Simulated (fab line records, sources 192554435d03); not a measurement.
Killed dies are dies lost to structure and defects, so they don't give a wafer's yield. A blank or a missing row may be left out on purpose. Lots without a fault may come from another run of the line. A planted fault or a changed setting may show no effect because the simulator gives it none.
Chamber matching | flow n5_finfet | N5_SD_EPI_N_ETCH_45 on rie_diel-05: 4 sister chambers
The step etches SiOCN in CH3F/O2, target depth 6 nm. 4 wafers are shown with their chamber, then 8 later ones without.

WAFERS WITH THEIR CHAMBER
wafer  | chamber | drypump_motor_current_A (A)
L085.3 | 1       | 5.4
L090.2 | 0       | 4.8
L090.5 | 2       | 5.3
L091.2 | 3       | 6.4

WAFERS WITHOUT THEIR CHAMBER
wafer  | drypump_motor_current_A (A)
L091.3 | 5.3
L091.4 | 5.3
L094.1 | 6.3
L094.4 | 5.3
L094.6 | 6.3
L096.1 | 5.3
L096.3 | 6.3
L096.4 | 4.8

WHICH CHAMBER EACH WENT THROUGH
wafer  | from the rows above     | in truth
L091.3 | can't be placed: 2 or 1 | 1
L091.4 | can't be placed: 2 or 1 | 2
L094.1 | 3                       | 3
L094.4 | can't be placed: 2 or 1 | 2
L094.6 | 3                       | 3
L096.1 | can't be placed: 2 or 1 | 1
L096.3 | 3                       | 3
L096.4 | 0                       | 0
Placed correctly: 4 of 8. Can't be placed from these rows: 4 (the true chamber is among the candidates in 4). Placed wrongly: 0.
How it was worked out, from the rows above alone: a wafer's distance from a chamber is the root of the sum, over the readings, of the square of ((its reading less the chamber's mean) divided by the reading's scatter). The wafer belongs to the nearest chamber; if the next one is less than 2 further off, it can't be placed. A chamber's mean is the mean of its shown wafers. The scatter: with one shown wafer a chamber, the root of the mean of the squares of how far each hidden wafer lies from its nearest shown one.
